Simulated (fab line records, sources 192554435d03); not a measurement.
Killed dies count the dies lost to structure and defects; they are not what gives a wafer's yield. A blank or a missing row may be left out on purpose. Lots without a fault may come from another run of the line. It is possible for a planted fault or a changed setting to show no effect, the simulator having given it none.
Split-lot study -- flow n5-finfet -- on a route of 1938 steps: 7 lots, 39 wafers read

## THE SPLIT
At N5_MOL_CONTACT_COAG_ALD_27 (deposits SiOC, target thk 17 nm, pulse time 1.5 s, time 2720 s), the setting ald-cycles was moved away from the recipe's 340 on 18 of the 39 wafers read, by -42.1% to +25.9%. All remaining wafers had this setting at the recipe value.

The reading is taken at the split's own step.

## THE READING
SiOC_of_MOL_CONTACT_COAG_ALD_27.thk-nm (the simulator's own value, which no gauge read), in nm, at N5_MOL_CONTACT_COAG_ALD_27 (deposits SiOC, target thk 17 nm, pulse time 1.5 s, time 2720 s). No usual value for it is given in the file. Here, 21 wafers ran the recipe; their average is 17.0 nm with a standard deviation of 0.11 nm.

wafer,"tool, chamber at the split",ald-cycles as run,against the recipe,"SiOC_of_MOL_CONTACT_COAG_ALD_27.thk-nm, nm",against lot-mates on the recipe
L075.1,"ald-sin-01, 2",340,recipe,16.8,-
L075.2,"ald-sin-01, 0,3",340,recipe,17,-
L075.6,"ald-sin-01, 0,3",340,recipe,17,-
L075.3,"ald-sin-01, 1,2",428,+25.9%,21.4,+4.5
L075.5,"ald-sin-01, 1,2",428,+25.9%,21.4,+4.5
L075.4,"ald-sin-01, 3",428,+25.9%,21.2,+4.3
L076.1,"ald-sin-01, 3,0,1",340,recipe,17,-
L076.2,"ald-sin-01, 3,0,1",340,recipe,17,-
L076.5,"ald-sin-01, 3,0,1",340,recipe,17,-
L077.1,"ald-sin-03, 0,3",232,-31.8%,11.6,-5.4
L077.6,"ald-sin-03, 0,3",232,-31.8%,11.6,-5.4
L077.2,"ald-sin-03, 1",232,-31.8%,11.8,-5.2
L077.3,"ald-sin-03, 2,3,0",340,recipe,17,-
L077.4,"ald-sin-03, 2,3,0",340,recipe,17,-
L077.5,"ald-sin-03, 2,3,0",340,recipe,17,-
L079.1,"ald-sin-03, 2,3",415,+22.1%,20.8,+3.7
L079.5,"ald-sin-03, 2,3",415,+22.1%,20.8,+3.7
L079.2,"ald-sin-03, 0,1",340,recipe,17.2,-
L079.4,"ald-sin-03, 0,1",340,recipe,17.2,-
L079.3,"ald-sin-03, 3",415,+22.1%,21,+3.9
L079.6,"ald-sin-03, 2",340,recipe,17,-
L081.1,"ald-sin-02, 0,1,2",197,-42.1%,10,-7.0
L081.2,"ald-sin-02, 0,1,2",197,-42.1%,10,-7.0
L081.5,"ald-sin-02, 0,1,2",197,-42.1%,10,-7.0
L081.3,"ald-sin-02, 2",340,recipe,17.2,-
L081.4,"ald-sin-02, 3",340,recipe,16.8,-
L081.6,"ald-sin-02, 1",340,recipe,17,-
L093.1,"ald-sin-02, 2,3",340,recipe,17,-
L093.2,"ald-sin-02, 2,3",340,recipe,17,-
L093.3,"ald-sin-02, 1",235,-30.9%,12,-5.1
L093.4,"ald-sin-02, 2",340,recipe,17.2,-
L093.5,"ald-sin-02, 3",235,-30.9%,11.6,-5.5
L093.6,"ald-sin-02, 1",235,-30.9%,11.8,-5.3
L096.1,"ald-sin-01, 3",340,recipe,17.2,-
L096.2,"ald-sin-01, 2",249,-26.8%,12.4,-4.7
L096.3,"ald-sin-01, 1,3",249,-26.8%,12.6,-4.5
L096.6,"ald-sin-01, 1,3",249,-26.8%,12.6,-4.5
L096.4,"ald-sin-01, 0",340,recipe,17,-
L096.5,"ald-sin-01, 0",340,recipe,17,-
Rows listing several chambers each stand for several wafers; the file does not say which wafer went through which chamber.

FIT RESULTS
A straight line over all 39 wafers: SiOC_of_MOL_CONTACT_COAG_ALD_27.thk-nm changes by +0.169 nm for each +1% of ald-cycles; r = +1.00; the points scatter about the line by 0.12 nm.
The same after taking each lot's own level away (the mean of its wafers on the recipe; 39 wafers): +0.169 nm for each +1%; r = +1.00; scatter 0.11 nm.
Per that fit: largest ald-cycles move, reading shift of 7.1 nm.
Across the lots, their own levels run from 16.93 to 17.13 nm, a range of 1.8 times the standard deviation given above.
So the lot-to-lot level changes the slope little: the two slopes agree.
Check: with one of the wafers moved furthest among these (-42.1%) left out of the fit, the line predicts -7.09 nm for it against its lot-mates. Against them it came out at -7 nm.

## FURTHER SPLITS ON THESE WAFERS
These wafers also went through other splits before the reading. Each is held against what the fit with the lots' levels taken away leaves over:
other split on the same wafers,wafers away from the commonest value,r with SiOC_of_MOL_CONTACT_COAG_ALD_27.thk-nm (lot level and that fit taken away)
N5_PMOS_HMC_CHANNEL_EPI_DESCUM_14 time-s,18,-0.02
N5_FIN_CUT_CUT_ETCH_26 target-depth-a,15,-0.37
N5_HKMG_FIN_ETCH_55 time-s,9,+0.06

## THE FILE'S OWN FIT
SiOC_of_MOL_CONTACT_COAG_ALD_27.thk-nm changes by +0.168 nm for each +1% of ald-cycles, r = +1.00.
